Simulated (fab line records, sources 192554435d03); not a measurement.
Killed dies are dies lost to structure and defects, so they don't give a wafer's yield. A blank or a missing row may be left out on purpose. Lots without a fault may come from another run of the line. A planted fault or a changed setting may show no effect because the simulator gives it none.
Chamber matching | flow n5_finfet | N5_BEOL_M0_SAQP_SPACER1_ALD_98 on ald_sin-02: 4 sister chambers
The step deposits SiO2, target thk 12.8 nm, pulse time 1 s, purge time 2 s. 4 wafers are shown with their chamber, then 12 later ones without.

WAFERS WITH THEIR CHAMBER
wafer  | chamber | heater_power_w (W)
L087.2 | 2       | 484
L087.6 | 1       | 433
L088.1 | 0       | 459
L088.5 | 3       | 558

WAFERS WITHOUT THEIR CHAMBER
wafer  | heater_power_w (W)
L089.1 | 442
L089.2 | 470
L089.3 | 470
L092.2 | 555
L092.4 | 466
L092.6 | 434
L095.1 | 429
L095.3 | 571
L095.5 | 430
L097.2 | 463
L097.3 | 567
L097.5 | 433

WHICH CHAMBER EACH WENT THROUGH
wafer  | from the rows above     | in truth
L089.1 | can't be placed: 1 or 0 | 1
L089.2 | can't be placed: 0 or 2 | 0
L089.3 | can't be placed: 0 or 2 | 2
L092.2 | 3                       | 3
L092.4 | can't be placed: 0 or 2 | 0
L092.6 | 1                       | 1
L095.1 | 1                       | 1
L095.3 | 3                       | 3
L095.5 | 1                       | 1
L097.2 | 0                       | 0
L097.3 | 3                       | 3
L097.5 | 1                       | 1
Placed correctly: 8 of 12. Can't be placed from these rows: 4 (the true chamber is among the candidates in 4). Placed wrongly: 0.
How it was worked out, from the rows above alone: a wafer's distance from a chamber is the root of the sum, over the readings, of the square of ((its reading less the chamber's mean) divided by the reading's scatter). The wafer belongs to the nearest chamber; if the next one is less than 2 further off, it can't be placed. A chamber's mean is the mean of its shown wafers. The scatter: with one shown wafer a chamber, the root of the mean of the squares of how far each hidden wafer lies from its nearest shown one.
